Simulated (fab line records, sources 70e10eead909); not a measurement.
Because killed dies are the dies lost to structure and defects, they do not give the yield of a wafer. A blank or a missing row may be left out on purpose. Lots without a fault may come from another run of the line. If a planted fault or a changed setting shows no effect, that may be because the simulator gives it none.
The tool behind it: which one?    flow nand_harc    Sampling: 12 lots, 36 wafers, 4 of 1302 route steps

WHAT THE GAUGES SHOWED, per wafer
NHARC_P_BONDPAD_CD_MEAS_13.
lot   measured      on         cd_nm (nm)
L075  day 7 07:38   cd_sem-02  504.5 500.6 501.9
L077  day 7 18:48   cd_sem-03  499.3 497.5 498.3
L079  day 8 19:33   cd_sem-01  500.2 498.7 498.5
L081  day 9 17:21   cd_sem-02  499.6 501.7 499.7
L083  day 10 10:07  cd_sem-03  503.0 499.2 500.3
L085  day 11 09:59  cd_sem-02  502.5 501.5 503.7
L087  day 11 23:25  cd_sem-03  500.7 500.6 500.5
L088  day 12 23:01  cd_sem-03  499.9 500.9 500.0
L091  day 13 16:47  cd_sem-01  499.4 499.2 499.2
L093  day 14 14:36  cd_sem-03  500.9 500.6 502.5
L094  day 15 03:59  cd_sem-02  501.6 499.6 501.4
L097  day 16 04:42  cd_sem-01  502.4 501.5 500.7

WHICH TOOL RAN EACH LOT (tool, then ch and the chambers of the sampled wafers, then the start)
lot   NHARC_P_M1_PRE_CLEAN_32          NHARC_P_M2_ETCH_28                             NHARC_P_M2_CMP_23
L075  pecvd-02 ch 0,2, day 7 01:06     rie_diel-12 ch 1,2, day 7 04:47 or earlier     cmp-03 ch 0,1, day 7 04:47
L077  pecvd-02 ch 1,2, day 7 12:28     rie_diel-13 ch 0,2, day 7 16:05 or earlier     cmp-01 ch 1,2, day 7 16:05
L079  pecvd-01 ch 0,1,2, day 8 13:11   rie_diel-05 ch 0,2,3, day 8 16:46 or earlier   cmp-04 ch 0,1,3, day 8 16:46
L081  pecvd-02 ch 0,2, day 9 11:02     rie_diel-12 ch 1,2, day 9 14:35 or earlier     cmp-03 ch 0,2,3, day 9 14:35
L083  pecvd-04 ch 0,1, day 10 04:00    rie_diel-13 ch 0,3, day 10 07:31 or earlier    cmp-01 ch 0,2,3, day 10 07:31
L085  pecvd-01 ch 1,2, day 11 03:34    rie_diel-05 ch 0,3, day 11 07:23 or earlier    cmp-03 ch 1,2,3, day 11 07:23
L087  pecvd-01 ch 1,2, day 11 17:07    rie_diel-13 ch 0,1,2, day 11 20:45 or earlier  cmp-04 ch 1,2,3, day 11 20:45
L088  pecvd-02 ch 0,2, day 12 16:46    rie_diel-12 ch 0,2,3, day 12 20:17 or earlier  cmp-04 ch 0,2,3, day 12 20:17
L091  pecvd-01 ch 1,2, day 13 10:23    rie_diel-12 ch 0,2,3, day 13 14:01 or earlier  cmp-03 ch 0,2,3, day 13 14:01
L093  pecvd-04 ch 0,1, day 14 08:15    rie_diel-13 ch 0,2,3, day 14 11:49 or earlier  cmp-01 ch 0,1,2, day 14 11:49
L094  pecvd-02 ch 0,1,2, day 14 21:35  rie_diel-13 ch 0,1, day 15 01:12 or earlier    cmp-01 ch 1,2,3, day 15 01:12
L097  pecvd-02 ch 0,1,2, day 15 22:13  rie_diel-05 ch 1,2, day 16 01:54 or earlier    cmp-01 ch 0,1,2, day 16 01:54
- NHARC_P_M1_PRE_CLEAN_32: time 12 s.
- NHARC_P_M2_ETCH_28: etches the open film in CF4/N2, target depth 30 nm, time 72.99 s.
- NHARC_P_M2_CMP_23: polishes, t overpolish 20 s, target thk 144.3 nm.

THE ANSWER, worked out from the rows above alone
Rule: what is usual is taken from the lots themselves. Put in order of their means at a reading, lots are off if they are a third of the lots or fewer, leave a main group of 4 or more, and stand apart from it by a gap of 3 or more times the standard deviation of the main group's means; of several such gaps the widest counts. Not used: any main group whose means are identical at the precision the tables above print for the reading. Also off: a lot with no number at a reading for which 4 or more lots have one. The other lots that the step has rows for count as sound.
No lot is off at any reading shown: from this, nothing can be told.

WHAT WAS PUT IN BY THE SIMULATOR
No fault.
